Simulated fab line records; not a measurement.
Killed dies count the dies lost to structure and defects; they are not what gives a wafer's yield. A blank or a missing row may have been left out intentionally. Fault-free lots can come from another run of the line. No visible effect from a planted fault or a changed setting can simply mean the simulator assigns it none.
Matching of chambers || flow n5Finfet || N5_DUMMY_GATE_ALD_02 on aldSin-01: 4 sister chambers
The step deposits SiO2, target thk 2 nm, pulse time 1 s. 4 wafers are shown with their chamber, then 9 later ones without.

## WAFERS, EACH WITH ITS CHAMBER
{"wafer": "L082.5", "chamber": 3, "heaterPowerW (W)": 359}
{"wafer": "L086.5", "chamber": 2, "heaterPowerW (W)": 468}
{"wafer": "L087.4", "chamber": 0, "heaterPowerW (W)": 531}
{"wafer": "L087.5", "chamber": 1, "heaterPowerW (W)": 474}

## WAFERS MISSING THEIR CHAMBER
{"wafer": "L089.2", "heaterPowerW (W)": 465}
{"wafer": "L089.3", "heaterPowerW (W)": 546}
{"wafer": "L089.5", "heaterPowerW (W)": 363}
{"wafer": "L097.2", "heaterPowerW (W)": 468}
{"wafer": "L097.4", "heaterPowerW (W)": 368}
{"wafer": "L097.5", "heaterPowerW (W)": 473}
{"wafer": "L096.1", "heaterPowerW (W)": 545}
{"wafer": "L096.2", "heaterPowerW (W)": 364}
{"wafer": "L096.4", "heaterPowerW (W)": 453}

## EACH ONE'S CHAMBER
{"wafer": "L089.2", "from the rows above": "can't be placed: 2 or 1", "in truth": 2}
{"wafer": "L089.3", "from the rows above": 0, "in truth": 0}
{"wafer": "L089.5", "from the rows above": 3, "in truth": 3}
{"wafer": "L097.2", "from the rows above": "can't be placed: 2 or 1", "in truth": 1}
{"wafer": "L097.4", "from the rows above": 3, "in truth": 3}
{"wafer": "L097.5", "from the rows above": "can't be placed: 1 or 2", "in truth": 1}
{"wafer": "L096.1", "from the rows above": 0, "in truth": 0}
{"wafer": "L096.2", "from the rows above": 3, "in truth": 3}
{"wafer": "L096.4", "from the rows above": "can't be placed: 2 or 1", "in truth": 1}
Correct placement for 5 of the 9. Not placeable from these rows: 4 (in 4, the candidates include the true chamber). 0 placed wrongly.
How it was worked out, from the rows above alone: a wafer's distance from a chamber is the root of the sum, over the readings, of the square of ((its reading less the chamber's mean) divided by the reading's scatter). If the next closest chamber is less than 2 further off than the closest, the wafer can't be placed; otherwise it belongs to the closest. Each chamber's mean is taken over the wafers shown for it. The scatter: with one shown wafer a chamber, the root of the mean of the squares of how far each hidden wafer lies from its nearest shown one.
